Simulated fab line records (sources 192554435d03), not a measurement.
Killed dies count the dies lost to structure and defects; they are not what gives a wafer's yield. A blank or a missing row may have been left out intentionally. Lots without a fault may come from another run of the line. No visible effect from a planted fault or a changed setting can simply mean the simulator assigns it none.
A struck lot beside a sound one | flow n5_finfet | 37 out of 1938 route steps
Sound: the wafers L131.1, L131.2, L131.4. Wafers struck: L135.3, L135.4, L135.6. Last of all comes the cause.
Per side, at each step with rows, come the tool, then ch with its chambers, and then its first start. Under that, the readings that differ: sound wafers | struck wafers | difference of the means | sigmas: that difference in standard deviations of wafers without a fault.
alike: readings with means less than 2 such deviations apart, plus words and numbers identical on both sides. not compared: withheld readings, readings lacking a value on some wafer, bounds such as >300 that could conceal the same value, and numbers that have no deviation in the record and whose values overlap.
Wherever a step has rows on one side only, a row that says differs or no value, or a row with sigmas, the two part there. When numbers do not overlap yet have no deviation, they are printed without sigmas and do not part them. Lack of a reading on every wafer of one side parts them only where that side has two or more wafers.

first, 10 steps without rows for these wafers: N5_HKMG_FIN_STRIP_69 (strips in N2/H2, time 360 s); N5_HKMG_FIN_ALD_21 (deposits TiN, target thk 1.5 nm, pulse time 1 s, purge time 3 s); N5_HKMG_FIN_ALD_72 (deposits W, target thk 2 nm, pulse time 1 s, purge time 2 s); N5_HKMG_FIN_W_FILL_22 (material W, target thk 60 nm, time 18.2 s); N5_HKMG_FIN_PRECLEAN_83 (cleans in DIW, time 57.5 s); N5_HKMG_FIN_SRD_84 (dry time 32 s); N5_HKMG_FIN_CMP_23 (polishes, stops on SiNx, t overpolish 10 s, target thk 46.326 nm); N5_HKMG_FIN_CMP_94 (polishes, stops on SiNx, t overpolish 4.7 s, target thk 43.299 nm); N5_GATE_CUT_ETCHBACK_00 (etches W in SF6/Cl2); N5_GATE_CUT_ETCH_56 (etches TiN in Cl2/Ar, target depth 21.6 nm).
N5_GATE_CUT_ETCHBACK_30: etches TiN in Cl2/Ar, target depth 3 nm.
  sound on rie_metal-01 ch 0,1, day 5 09:55; struck on rie_metal-01 ch 0,1, day 6 10:06
  alike: bias_w, chamber_pressure_mTorr, drypump_motor_current_A, oes_product_au, throttle_valve_pct
  not compared: rf_hours_counter_h
then, 25 steps without rows for these wafers: N5_GATE_CUT_VAPOR_ETCH_60 (etches HfO2 in BCl3/Cl2); N5_GATE_CUT_ETCH_58 (etches SiNx in CH3F/O2, target depth 17 nm, time 128.6 s); N5_GATE_CUT_STRIP_59 (strips in N2/H2, time 20 s); N5_GATE_CUT_PRECLEAN_31 (cleans in DIW, time 300 s); N5_GATE_CUT_SRD_32 (time 30 s); N5_GATE_CUT_SAC_CAP_01 (material SiNx, target thk 24 nm, pulse time 1 s, ald cycles 480); N5_GATE_CUT_PECVD_57 (deposits SiNx from SiH4/NH3/N2, target thk 21 nm); N5_GATE_CUT_CMP_02 (polishes, stops on SiO2, t overpolish 12.7 s, target thk 0 nm); N5_GATE_CUT_HM_DEP_46 (deposits SiO2 from TEOS/O2, target thk 130 nm, time 26.6 s); N5_GATE_CUT_COAT_34 (time 60 s, resist thk 60 nm); N5_GATE_CUT_COAT_35 (time 60 s, resist thk 10 nm); N5_GATE_CUT_COAT_27 (time 60 s, resist thk 10 nm); N5_GATE_CUT_COAT_07 (resist thk 30 nm); N5_GATE_CUT_EBR_09; N5_GATE_CUT_SOFTBAKE_08 (time 60 s); N5_GATE_CUT_EXPOSE_10 (exposes mask GATE CUT, target cd 20 nm); N5_GATE_CUT_PEB_11 (peb time 60 s); N5_GATE_CUT_DEVELOP_12 (develop time 30 s); N5_GATE_CUT_DESCUM_18 (chemistry O2, time 7 s); N5_GATE_CUT_ETCH_28 (etches underlayer in N2/H2, target depth 13 nm, time 10.4 s); N5_GATE_CUT_ETCH_36 (etches SiARC in CF4, target depth 13 nm, time 21.7 s); N5_GATE_CUT_ETCH_37 (etches SOC in N2/H2, target depth 60 nm, overetch 12 nm, time 90 s); N5_GATE_CUT_STRIP_38 (strips in N2/H2); N5_GATE_CUT_STRIP_39 (strips in N2/H2); N5_GATE_CUT_HM_OPEN_40 (chemistry C4F6/O2, target SiO2, target depth 139 nm, time 85.1 s).
-- the record jumps here: 8 days lie between the struck wafers' starts before and after (it left off in module GATE_CUT and takes up again in module PASSIVATION, whose first step shown is number 1936 of the route) --
N5_PASSIVATION_PROBE_49:
  sound on prober-02 at day 13 20:38; struck on prober-01 at day 14 16:43
  reading                  | sound          | struck         | difference | sigmas
  defect_limited_yield (%) | 90.3 88.4 90.4 | 89.3 82.9 88.4 | -2.8       | -2
  killed_at_M0_to_M3       | 51 60 36       | 16 22 33       | -25        | -3
  killed_at_front_end      | 33 54 53       | 86 171 86      | +68        | +7
  killed_dies              | 114 137 113    | 126 202 137    | +34        | +2
  killed_open              | 85 90 73       | 55 35 47       | -37        | -3
  killed_short             | 28 47 40       | 19 20 33       | -14        | -2
  sort_bin_5_function (%)  | 5.7 6.7 5.3    | 6.2 10.3 7.5   | +2.1       | +3
  sort_n_pass              | 1066 1043 1067 | 1054 978 1043  | -34        | -2
  sort_yield_pct (%)       | 90.3 88.4 90.4 | 89.3 82.9 88.4 | -2.8       | -2
  alike: killed_at_M4_up, killed_at_contacts, killed_at_other, killed_on_rim, sort_bin_6_memory

## WHERE THEY PART
At N5_PASSIVATION_PROBE_49 and nowhere else, as far as this record goes.

WHY: what the simulator had put in
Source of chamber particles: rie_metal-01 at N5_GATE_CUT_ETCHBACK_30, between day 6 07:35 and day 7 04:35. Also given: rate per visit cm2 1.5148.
